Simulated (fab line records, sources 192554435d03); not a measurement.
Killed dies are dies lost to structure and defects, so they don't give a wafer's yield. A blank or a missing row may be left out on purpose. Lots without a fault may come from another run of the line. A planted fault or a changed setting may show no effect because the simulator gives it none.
A struck lot beside a sound one | flow n5_finfet | 37 steps out of a route of 1938
Sound: wafers L438.1, L438.2, L438.6. Struck: wafer L451.4. (L451.1, L451.6 of the same lot were not struck and are left out.) The cause comes at the end.
At each step with rows: each side's tool, then ch and its chambers, then its first start. Under that, the readings that differ: sound wafers | struck wafers | difference of the means | sigmas: that difference in standard deviations of wafers without a fault.
alike: readings whose means differ by less than 2 such deviations, and words and numbers that are the same on both sides. not compared: withheld readings, readings that some wafer has no value for, bounds like >300 that may hide the same value, and numbers for which the record gives no deviation and whose values overlap.
The two part at a step that has a row with sigmas, a row that says differs or no value, or rows on one side only. Numbers that don't overlap but have no deviation are shown without sigmas and don't part them. A reading that every wafer of one side lacks parts them only if that side has two wafers or more.

first, 9 steps without rows for these wafers: N5_BEOL_M7_COAT_64 (time 60 s, resist thk 12 nm); N5_BEOL_M7_COAT_71 (time 60 s, resist thk 5 nm); N5_BEOL_M7_COAT_22 (resist thk 30 nm); N5_BEOL_M7_EBR_24; N5_BEOL_M7_SOFTBAKE_23 (time 60 s); N5_BEOL_M7_EXPOSE_25 (exposes mask V6, target cd 40 nm); N5_BEOL_M7_PEB_26 (peb time 60 s); N5_BEOL_M7_DEVELOP_27 (develop time 30 s); N5_BEOL_M7_DESCUM_33 (chemistry O2, time 7 s).
N5_BEOL_M7_ETCH_72: etches underlayer in N2/H2, target depth 6.5 nm, time 5.2 s.
  sound on rie_diel-01 ch 0,1,3, day 11 07:20; struck on rie_diel-01 ch 1, day 14 22:50
  alike: drypump_motor_current_A, etch_rf_on_time_s, oes_product_au, rf_vpp_V, showerhead_plenum_p_Torr, throttle_valve_pct
  not compared: rf_hours_counter_h
then, 26 steps without rows for these wafers: N5_BEOL_M7_ETCH_65 (etches SiARC in CF4, target depth 15.6 nm, time 26 s); N5_BEOL_M7_ETCH_66 (etches SOC in N2/H2, target depth 80 nm, overetch 16 nm, time 120 s); N5_BEOL_M7_STRIP_69 (strips in N2/H2); N5_BEOL_M7_STRIP_73 (strips in N2/H2); N5_BEOL_M7_VIA_ETCH_34 (etches SiCOH lowk in C4F6/O2, target depth 125.5 nm, time 50.5 s); N5_BEOL_M7_STRIP_76 (strips in C4F6/O2); N5_BEOL_M7_STRIP_36 (strips in N2/H2); N5_BEOL_M7_TRENCH_ETCH_37 (etches SiCOH lowk in C4F6/O2, target depth 93.478 nm, time 31.2 s); N5_BEOL_M7_ETCH_41 (etches SiCN in CH3F/O2, target depth 31.9 nm, time 57.8 s); N5_BEOL_M7_STRIP_80 (strips in N2/H2, time 10 s); N5_BEOL_M7_HM_STRIP_39 (strips TiN in peroxide tin strip, target depth 25 nm, time 158 s); N5_BEOL_M7_SRD_40 (time 30 s); N5_BEOL_M7_PRECLEAN_42 (cleans in residue remover, time 60 s); N5_BEOL_M7_SRD_43 (time 30 s); N5_BEOL_M7_CURE_75 (cures SiCOH lowk, time 120 s); N5_BEOL_M7_DEGAS_44 (time 60 s); N5_BEOL_M7_PRE_CLEAN_45 (time 30 s); N5_BEOL_M7_ALD_77 (deposits TaN, target thk 2 nm, pulse time 2 s, purge time 3 s); N5_BEOL_M7_SURFACE_TREAT_79; N5_BEOL_M7_CVD_78 (deposits Co from CCTBA/H2, target thk 2 nm, time 142.3 s); N5_BEOL_M7_SPUTTER_48 (material Cu, target thk 10 nm, time 1.667 s); N5_BEOL_M7_ECD_50 (material Cu, target thk 300 nm); N5_BEOL_M7_ANNEAL_51 (time 90 s); N5_BEOL_M7_CMP_52 (polishes, stops on SiCOH lowk, t overpolish 6.9 s, target thk 80 nm); N5_BEOL_M7_PRE_CLEAN_55 (time 15 s); N5_BEOL_M7_DEP_56 (deposits SiCN from 3MS/NH3, target thk 10 nm, time 17.5 s).
-- the record jumps here: 3 days lie between the struck wafers' starts before and after (it left off in module BEOL_M7 and takes up again in module PASSIVATION, whose first step shown is number 1936 of the route) --
N5_PASSIVATION_PROBE_49:
  sound on prober-01, day 14 20:13; struck on prober-01, day 17 23:44
  reading                  | sound | struck | difference | sigmas
  defect_limited_yield (%) | 92.6  | 81.4   | -11.2      | -9
  killed_at_M4_up          | 9     | 142    | +133       | +26
  killed_dies              | 87    | 220    | +133       | +9
  sort_bin_5_function (%)  | 4.7   | 11.2   | +6.5       | +7
  sort_bin_6_memory (%)    | 2.3   | 4.0    | +1.7       | +3
  sort_n_pass              | 1093  | 960    | -133       | -9
  sort_yield_pct (%)       | 92.6  | 81.4   | -11.2      | -9
  alike: killed_at_M0_to_M3, killed_at_contacts, killed_at_front_end, killed_at_other, killed_open, killed_short

WHERE THEY PART
Only at N5_PASSIVATION_PROBE_49, within this record.

WHY: what the simulator had put in
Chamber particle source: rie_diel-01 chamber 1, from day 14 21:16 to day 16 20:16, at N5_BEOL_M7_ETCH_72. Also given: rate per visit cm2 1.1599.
